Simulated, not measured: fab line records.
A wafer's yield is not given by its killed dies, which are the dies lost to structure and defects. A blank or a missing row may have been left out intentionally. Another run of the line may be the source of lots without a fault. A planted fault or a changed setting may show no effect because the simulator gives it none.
fab line records | flow n5-finfet
record: lots: 10 wafers: 30 last-day: 17
route steps=1938 shown TV_OPEN@1890 PASSIVATION@1921
lots that met no fault: taken from a fault-free run of the same line
start-h: the number of hours between the record's first day and the start of the first shown wafer of the lot | wait-h: hours from the lot's prior step to this one | " same as the row above | L1.1+2: a row that stands for several wafers | - value missing, or start not given | * or withheld: withheld | < > ~ a bound
route shown NAME@n: names a module that has steps shown in the file, with the first one's number in the route | usual: mean/standard deviation of fault-free wafers | same: alike in all rows | chamber/n: place in a boat | sites: each site's reading | _std_site: how widely they spread, as a standard deviation | _edge_site: mean of outer sites minus mean of inner sites | radius-mm: for every site, how far away it sits from the centre of the wafer | mask NAME#n: copy n | behind: the tool/chamber that last shaped the wafer | hold: why the lot was held/for how many hours/how that ended | device: names the non-switching transistor (n, p or np) | end of line: the tests these same wafers got at the end of their route | a step with no rows: only its recipe | killed: the dies lost at the first sort to structure and to defects; this is not the yield of the wafer | map: a wafer's dies, x killed, . not, _ none there
set.NAME: the run value of the setting; set.NAME@STEP: its run value at that earlier step | model.NAME: the simulator's own value behind a step, which no gauge read
steps of the route over a sample of lots; a table a step, a row a wafer
services: from which hour (start-h, from the record's first day; less than 0 if before it) a tool's chamber was out of use, for how many hours, and why
== steps ==
step: N5_PASSIVATION_ETCH_15
recipe: chemistry: CF4/N2 target: SiCN target-depth-a: 750 taper-deg: 2 time-s: 81.2 ion-energy-ev: 150 mask-material: SiNx pressure-mtorr: 40 source-w: 430 bias-w: 70 Ar_flow_sccm: 100 cf4-flow-sccm: 60 n2-flow-sccm: 60
usual: chamber-pressure-mTorr: 40.00/0.034 drypump-motor-current-A: 5.7/0.41 oes-product-au: 0.81/0.097 rf-vpp-V: 383.1/1.7 showerhead-plenum-p-Torr: 2.24/0.057 throttle-valve-pct: 15.37/0.26
same: time-s: 81.2
columns lot.wafer tool chamber start-h wait-h chamber-pressure-mTorr drypump-motor-current-A oes-product-au rf-hours-counter-h rf-vpp-V showerhead-plenum-p-Torr throttle-valve-pct
L392.4 rie-diel-02 0 - - 39.98 6.6 0.67 - 379.8 2.08 15.65
L392.5 " 2 " " 40.03 5.1 0.71 - 384.6 2.29 15.78
L392.6 " 1 " " 40.05 6.0 0.75 - 383.0 2.20 15.14
L393.2 rie-diel-03 2 - - 40.01 5.8 0.92 20 379.3 2.15 15.19
L393.3 " 1 " " 40.05 5.5 0.94 10 381.2 2.18 15.19
L393.4 " 3 " " 40.04 5.5 0.71 228 381.4 2.18 15.63
L394.2 rie-diel-03 3 - - 40.01 5.6 0.71 231 381.2 2.18 15.63
L394.3 " 2 " " 40.03 5.8 0.92 23 381.7 2.15 15.19
L394.6 " 3 " " 40.02 5.5 0.71 - 381.4 2.18 15.64
L395.1 rie-diel-06 1 - - 39.97 5.8 0.69 245 382.9 2.26 15.73
L395.2 " 2 " " 40.04 6.1 0.74 182 385.0 2.29 15.70
L395.4 " 0 " " 40.01 5.3 0.79 93 381.4 2.23 15.34
L397.1 rie-diel-02 0 - - 40.00 6.5 0.95 5 387.1 2.35 15.13
L397.4 " 1 " " 40.01 6.0 0.74 183 380.6 2.20 15.17
L397.5 " 3 " " 39.96 5.6 0.99 - 382.0 2.26 14.96
L404.1 rie-diel-03 2 - - 40.01 5.8 0.87 41 380.3 2.15 15.24
L404.3 " 3 " " 39.99 5.5 0.70 249 381.2 2.17 15.67
L404.5 " 3 " " 40.02 5.5 0.70 - 382.2 2.17 15.66
L401.3 rie-diel-02 1 - - 40.00 6.0 0.73 199 381.6 2.19 15.21
L401.4 " 2 " " 40.03 5.1 0.69 210 382.9 2.28 15.85
L401.5 " 0 " " 40.01 6.6 0.91 - 386.5 2.34 15.18
L408.3 rie-diel-02 2 - - 40.01 5.1 0.68 214 383.9 2.27 15.86
L408.4 " 3 " " 39.99 5.6 0.95 30 385.1 2.25 14.98
L408.5 " 1 " " 39.94 6.0 0.72 - 382.7 2.19 15.21
L410.3 rie-diel-03 1 - - 39.91 5.5 0.87 44 381.6 2.16 15.26
L410.4 " 0 " " 39.99 5.3 0.72 212 384.6 2.28 15.57
L410.5 " 1 " " 40.03 5.5 0.87 - 380.7 2.16 15.24
L413.3 rie-diel-06 2 - - 39.99 6.1 0.70 224 383.8 2.27 15.77
L413.4 " 0 " " 40.00 5.4 0.76 132 382.7 2.21 15.43
L413.5 " 3 " " 40.02 5.7 0.87 - 382.0 2.25 15.28
step: N5_PASSIVATION_EXPOSE_41
recipe: mask-id: PASS_OPEN na: 0.55 defocus-nm: 0 source-shape: conventional sigma-outer: 0.8 polarization: unpolarized target-cd-nm: 40000 dose-mj: 57.25
usual: exposure-dose-mJ-cm2: 57.25/0.057
columns lot.wafer tool chamber start-h wait-h mask exposure-dose-mJ-cm2
L392.4 krf-scanner-02 0 276.91 - PASS_OPEN#0 57.23
L392.5 " 0 " " PASS_OPEN#0 57.26
L392.6 " 0 " " PASS_OPEN#0 57.28
L393.2 krf-scanner-02 0 277.47 - PASS_OPEN#0 57.13
L393.3 " 0 " " PASS_OPEN#0 57.25
L393.4 " 0 " " PASS_OPEN#0 57.14
L394.2 krf-scanner-02 0 287.80 - PASS_OPEN#0 57.22
L394.3 " 0 " " PASS_OPEN#0 57.25
L394.6 " 0 " " PASS_OPEN#0 57.18
L395.1 krf-scanner-02 0 294.12 - PASS_OPEN#0 57.34
L395.2 " 0 " " PASS_OPEN#0 57.20
L395.4 " 0 " " PASS_OPEN#0 57.28
L397.1 krf-scanner-01 0 311.04 - PASS_OPEN#0 57.26
L397.4 " 0 " " PASS_OPEN#0 57.26
L397.5 " 0 " " PASS_OPEN#0 57.24
L404.1 krf-scanner-01 0 361.14 - PASS_OPEN#0 52.04
L404.3 " 0 " " PASS_OPEN#0 51.92
L404.5 " 0 " " PASS_OPEN#0 51.97
L401.3 krf-scanner-01 0 361.73 - PASS_OPEN#0 52.07
L401.4 " 0 " " PASS_OPEN#0 52.07
L401.5 " 0 " " PASS_OPEN#0 52.04
L408.3 krf-scanner-02 0 376.32 - PASS_OPEN#0 57.24
L408.4 " 0 " " PASS_OPEN#0 57.21
L408.5 " 0 " " PASS_OPEN#0 57.24
L410.3 krf-scanner-02 0 403.45 - PASS_OPEN#0 57.25
L410.4 " 0 " " PASS_OPEN#0 57.32
L410.5 " 0 " " PASS_OPEN#0 57.23
L413.3 krf-scanner-02 0 411.65 - PASS_OPEN#0 57.29
L413.4 " 0 " " PASS_OPEN#0 57.25
L413.5 " 0 " " PASS_OPEN#0 57.29
step: N5_PASSIVATION_CD_MEAS_44
recipe: target-cd-nm: 40000 landing-energy-ev: 500 detector: se-inlens
usual: cd-nm: 40000/3.1
columns lot.wafer tool chamber start-h wait-h cd-nm
L392.4 cd-sem-03 0 277.08 - 39999
L392.5 " 0 " " 40004
L392.6 " 0 " " 40000
L393.2 cd-sem-03 0 277.65 - 39998
L393.3 " 0 " " 40002
L393.4 " 0 " " 39999
L394.2 cd-sem-01 0 287.98 - 40001
L394.3 " 0 " " 40007
L394.6 " 0 " " 40007
L395.1 cd-sem-03 0 294.30 - 40003
L395.2 " 0 " " 40004
L395.4 " 0 " " 39998
L397.1 cd-sem-03 0 311.22 - 39999
L397.4 " 0 " " 40002
L397.5 " 0 " " 40002
L404.1 cd-sem-03 0 361.32 - 39967
L404.3 " 0 " " 39969
L404.5 " 0 " " 39967
L401.3 cd-sem-01 0 361.90 - 39964
L401.4 " 0 " " 39967
L401.5 " 0 " " 39965
L408.3 cd-sem-02 0 376.49 - 39994
L408.4 " 0 " " 39996
L408.5 " 0 " " 39997
L410.3 cd-sem-03 0 403.61 - 39998
L410.4 " 0 " " 39999
L410.5 " 0 " " 39997
L413.3 cd-sem-03 0 411.82 - 40001
L413.4 " 0 " " 40000
L413.5 " 0 " " 40000
step: N5_PASSIVATION_INSPECT_67
recipe: mode: adi inspect-instrument: macro
usual: raw-defect-count: 2.2/1.4
columns lot.wafer tool chamber start-h wait-h raw-defect-count
L392.4 defect-inspect-02 - 277.13 0.0 1
L392.5 " - " " 2
L392.6 " - " " 2
L393.2 defect-inspect-02 - 277.70 0.0 3
L393.3 " - " " 1
L393.4 " - " " 1
L394.2 defect-inspect-01 - 288.03 0.0 2
L394.3 " - " " 0
L394.6 " - " " 2
L395.1 defect-inspect-02 - 294.35 0.0 4
L395.2 " - " " 1
L395.4 " - " " 1
L397.1 defect-inspect-01 - 311.28 0.0 2
L397.4 " - " " 3
L397.5 " - " " 3
L404.1 defect-inspect-01 - 361.37 0.0 2
L404.3 " - " " 1
L404.5 " - " " 3
L401.3 defect-inspect-02 - 361.96 0.0 1
L401.4 " - " " 2
L401.5 " - " " 2
L408.3 defect-inspect-02 - 376.54 0.0 2
L408.4 " - " " 2
L408.5 " - " " 2
L410.3 defect-inspect-02 - 403.67 0.0 3
L410.4 " - " " 0
L410.5 " - " " 1
L413.3 defect-inspect-01 - 411.87 0.0 2
L413.4 " - " " 4
L413.5 " - " " 1
step: N5_PASSIVATION_STRIP_48
recipe: chemistry: O2 power-w: 600 temp-c: 60 pressure-mtorr: 30 rf-frequency-hz: 6e+07 bias-power-w: 0 overash-fraction: 0.5 o2-flow-sccm: 225
usual: chamber-pressure-mTorr: 30.01/0.14 drypump-motor-current-A: 5.8/0.39 oes-product-au: 0.79/0.08 rf-vpp-V: 3.8/2.5 showerhead-plenum-p-Torr: 2.13/0.048 throttle-valve-pct: 16.60/0.27
columns lot.wafer tool chamber start-h wait-h chamber-pressure-mTorr drypump-motor-current-A oes-product-au rf-hours-counter-h rf-vpp-V showerhead-plenum-p-Torr throttle-valve-pct
L392.4 rie-diel-05 2 277.71 0.1 30.07 5.9 0.70 245 2.4 2.17 16.54
L392.5 " 0 " " 29.96 5.5 0.72 - 3.4 2.18 16.83
L392.6 " 1 " " 29.83 6.0 0.67 - 2.7 2.17 16.91
L393.2 rie-diel-05 0 278.30 0.1 29.96 5.6 0.73 200 0.1 2.18 16.90
L393.3 " 3 " " 29.99 6.1 0.68 233 3.1 2.17 16.87
L393.4 " 2 " " 29.97 5.9 0.70 245 1.7 2.17 16.59
L394.2 rie-diel-04 3 288.81 0.1 30.18 4.9 0.83 129 12.5 2.00 16.67
L394.3 " 0 " " 29.90 6.7 0.79 94 4.4 2.21 16.46
L394.6 " 2 " " 29.98 4.9 0.85 - 4.4 2.13 16.70
L395.1 rie-diel-01 0 294.94 0.1 30.08 5.5 0.90 19 4.1 2.12 16.30
L395.2 " 2 " " 29.88 5.9 0.92 32 6.4 2.12 16.08
L395.4 " 3 " " 29.81 5.7 0.84 80 5.3 2.11 16.83
L397.1 rie-diel-04 1 311.86 0.1 29.88 5.7 0.77 165 7.4 2.09 16.62
L397.4 " 3 " " 29.94 4.9 0.79 - 1.5 2.00 16.67
L397.5 " 1 " " 30.14 5.6 0.71 - 2.2 2.09 16.54
L404.1 rie-diel-01 3 361.96 0.1 30.06 5.8 0.79 103 5.7 2.10 16.85
L404.3 " 1 " " 30.02 6.1 0.73 203 2.6 2.18 16.64
L404.5 " 0 " " 30.00 5.5 0.87 - 2.3 2.11 16.33
L401.3 rie-diel-01 2 362.55 0.1 29.85 5.8 0.84 54 1.9 2.11 16.12
L401.4 " 1 " " 30.06 6.1 0.71 203 6.4 2.17 16.69
L401.5 " 0 " " 30.29 5.5 0.82 - 4.2 2.11 16.26
L408.3 rie-diel-01 2 377.35 0.1 30.03 5.9 0.87 61 3.2 2.11 16.19
L408.4 " 3 " " 30.26 5.7 0.76 109 3.3 2.10 16.96
L408.5 " 2 " " 29.90 5.8 0.87 - 1.9 2.12 16.19
L410.3 rie-diel-01 0 404.25 0.1 29.99 5.5 0.85 56 4.4 2.11 16.31
L410.4 " 3 " " 29.93 5.7 0.78 119 3.2 2.10 16.81
L410.5 " 2 " " 30.20 5.9 0.85 - 7.9 2.11 16.20
L413.3 rie-diel-05 2 412.52 0.1 29.84 5.9 0.85 37 1.7 2.16 16.12
L413.4 " 1 " " 29.90 6.1 0.89 33 0.3 2.15 16.59
L413.5 " 2 " " 29.93 5.9 0.87 - 3.0 2.16 16.11
step: N5_PASSIVATION_PROBE_49
usual: defect-limited-yield: 91.3/1.4 killed_at_M0_to_M3: 34/9.2 killed_at_M4_up: 13/5.3 killed-at-contacts: 12/6 killed-at-front-end: 39/12 killed-at-other: 4/3.3 killed-dies: 102/17 killed-open: 67/12 killed-short: 34/7.4 sort_bin_5_function: 5.1/1 sort_bin_6_memory: 3.2/0.6 sort-n-pass: 1078/17 sort-yield-pct: 91.3/1.4
same: gross-dies: 1180 killed-at-back-side: 0 sort_bin_4_leakage[%]: 0 sort_bin_8_speed[%]: 0
columns lot.wafer tool chamber start-h wait-h defect-limited-yield[%] killed_at_M0_to_M3 killed_at_M4_up killed-at-contacts killed-at-front-end killed-at-other killed-dies killed-open killed-short sort_bin_5_function[%] sort_bin_6_memory[%] sort-n-pass sort-yield-pct[%]
L393.2 prober-01 - 280.84 0.1 91.2 33 15 12 37 7 104 75 27 5.4 3.2 1076 91.2
L393.3 prober-01 - 280.89 0.1 91.4 34 14 4 41 8 101 71 29 4.5 3.9 1079 91.4
L393.4 prober-01 - 280.94 0.2 91.1 27 9 8 48 13 105 71 34 6.1 2.5 1075 91.1
L404.1 prober-02 - 364.49 0.0 91.0 29 16 20 41 0 106 65 41 4.9 3.8 1074 91.0
L404.3 prober-02 - 364.59 0.1 89.0 27 16 26 58 3 130 78 49 6.9 3.7 1050 89.0
L404.5 prober-02 - 364.69 0.2 92.7 39 15 4 23 5 86 57 27 4.3 2.9 1094 92.7
L401.3 prober-01 - 365.16 0.1 89.6 46 8 17 52 0 123 88 34 6.6 3.6 1057 89.6
L401.4 prober-01 - 365.21 0.2 89.3 53 14 8 45 6 126 80 39 6.4 3.2 1054 89.3
L401.5 prober-01 - 365.26 0.2 90.9 39 12 14 41 1 107 62 40 4.7 3.8 1073 90.9
killed by level:class
L393.2 BEOL_M2:geometric-particle:open=12 MOL_CONTACT_COAG:geometric-particle:open=10 BEOL_M3:geometric-particle:open=7 STI_FIN_REVEAL:geometric-particle:open=6 DUMMY_GATE:geometric-particle:open=5 SPACER0:geometric-particle:open=5 STARTING-WAFER:geometric-particle:open=5 BEOL_M4:geometric-particle:open=5
L393.3 STI_FIN_REVEAL:geometric-particle:open=15 FIN_SAQP:geometric-particle:open=9 BEOL_M2:geometric-particle:open=8 BEOL_M0_SAQP:geometric-particle:short=6 BEOL_M0_SAQP:geometric-particle:open=6 BEOL_M4:geometric-particle:open=6 FIN_SAQP:geometric-particle:short=5 GATE_CUT:geometric-particle:short=5
L393.4 STI_FIN_REVEAL:geometric-particle:open=15 BEOL_M3:geometric-particle:open=10 FIN_SAQP:geometric-particle:short=9 FIN_SAQP:geometric-particle:open=8 MOL_CONTACT_COAG:geometric-particle:open=6 BEOL_M0:geometric-particle:open=4 BEOL_M2:geometric-particle:short=4 STI_FIN_REVEAL:geometric-particle:short=3
L404.1 MOL_CONTACT_COAG:geometric-particle:open=16 FIN_SAQP:geometric-particle:short=11 FIN_SAQP:geometric-particle:open=11 BEOL_M0_SAQP:geometric-particle:short=11 BEOL_M0_SAQP:geometric-particle:open=9 STI_FIN_REVEAL:geometric-particle:open=6 BEOL_M4:geometric-particle:open=6 MOL_CONTACT_COAG:geometric-particle:short=4
L404.3 FIN_SAQP:geometric-particle:open=30 MOL_CONTACT_COAG:geometric-particle:open=20 FIN_SAQP:geometric-particle:short=17 BEOL_M4:geometric-particle:open=9 BEOL_M0_SAQP:geometric-particle:short=7 MOL_CONTACT_COAG:geometric-particle:short=6 BEOL_M0_SAQP:geometric-particle:open=5 GATE_CUT:geometric-particle:short=4
L404.5 BEOL_M1:geometric-particle:open=12 FIN_SAQP:geometric-particle:open=10 FIN_SAQP:geometric-particle:short=8 BEOL_M0_SAQP:geometric-particle:open=8 BEOL_M4:geometric-particle:open=7 BEOL_M0_SAQP:geometric-particle:short=6 BEOL_M3:geometric-particle:open=6 BEOL_M2:geometric-particle:open=4
L401.3 FIN_SAQP:geometric-particle:open=17 MOL_CONTACT_COAG:geometric-particle:open=16 BEOL_M2:geometric-particle:open=15 FIN_SAQP:geometric-particle:short=14 BEOL_M1:geometric-particle:open=13 BEOL_M3:geometric-particle:open=5 ILD0:geometric-particle:short=4 BEOL_M0_SAQP:geometric-particle:short=4
L401.4 BEOL_M2:geometric-particle:open=15 BEOL_M3:geometric-particle:open=12 STI_FIN_REVEAL:geometric-particle:open=7 BEOL_M0_SAQP:geometric-particle:short=7 HKMG_FIN:area-etch=7 FIN_SAQP:geometric-particle:open=6 FIN_SAQP:geometric-particle:short=6 MOL_CONTACT_COAG:geometric-particle:open=6
L401.5 MOL_CONTACT_COAG:geometric-particle:open=13 FIN_SAQP:geometric-particle:short=12 BEOL_M0_SAQP:geometric-particle:open=8 BEOL_M0_SAQP:geometric-particle:short=7 BEOL_M2:geometric-particle:open=6 ILD0:geometric-particle:open=6 FIN_SAQP:geometric-particle:open=5 BEOL_M3:geometric-particle:open=5
== services ==
columns tool chamber start-h hours kind
rie-diel-04 1 265.53 7.1 repair
krf-scanner-01 - 272.85 1.3 pm
krf-scanner-01 - 275.63 3.2 repair
krf-scanner-02 - 278.87 4.0 pm
krf-scanner-01 - 285.24 0.8 pm
krf-scanner-01 - 286.21 3.6 pm
rie-diel-05 - 290.29 1.3 repair
rie-diel-04 0 298.79 14.6 repair
krf-scanner-02 - 303.23 1.3 pm
krf-scanner-01 - 309.35 1.0 pm
rie-diel-02 - 315.59 2.8 pm
krf-scanner-02 - 326.04 0.8 pm
rie-diel-03 - 343.13 14.6 pm
krf-scanner-01 - 343.52 1.0 pm
rie-diel-06 1 352.47 9.0 repair
rie-diel-01 - 356.84 0.7 repair
rie-diel-05 1 358.51 3.4 repair
krf-scanner-01 - 373.07 0.9 repair
krf-scanner-02 - 381.27 14.9 repair
krf-scanner-01 - 387.45 1.7 repair
rie-diel-03 1 388.84 3.2 repair
krf-scanner-01 - 397.13 4.0 pm
rie-diel-05 1 397.63 1.4 repair
krf-scanner-01 - 401.15 4.4 pm
== key ==
first-sign: step: N5_PASSIVATION_EXPOSE_41 reading: exposure-dose-mJ-cm2 direction: down sigmas: 92 usual: 57.25 struck: 52.02
effect: step: N5_PASSIVATION_CD_MEAS_44 reading: cd-nm direction: down sigmas: 8.5 usual: 40000 struck: 39967
met-at N5_PASSIVATION_EXPOSE_41
struck-lots L401,L404
not-acting-at N5_PASSIVATION_ETCH_15,N5_PASSIVATION_INSPECT_67,N5_PASSIVATION_STRIP_48
onset-between 311.04 361.14
fault: kind: process-parameter-drift tool: krf-scanner-01 chamber: - onset-h: 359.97 steps: N5_PASSIVATION_EXPOSE_41 channel: dose-mj offset: -5.2521 shape: step acts-in: these-recipes-only stated: 57.25
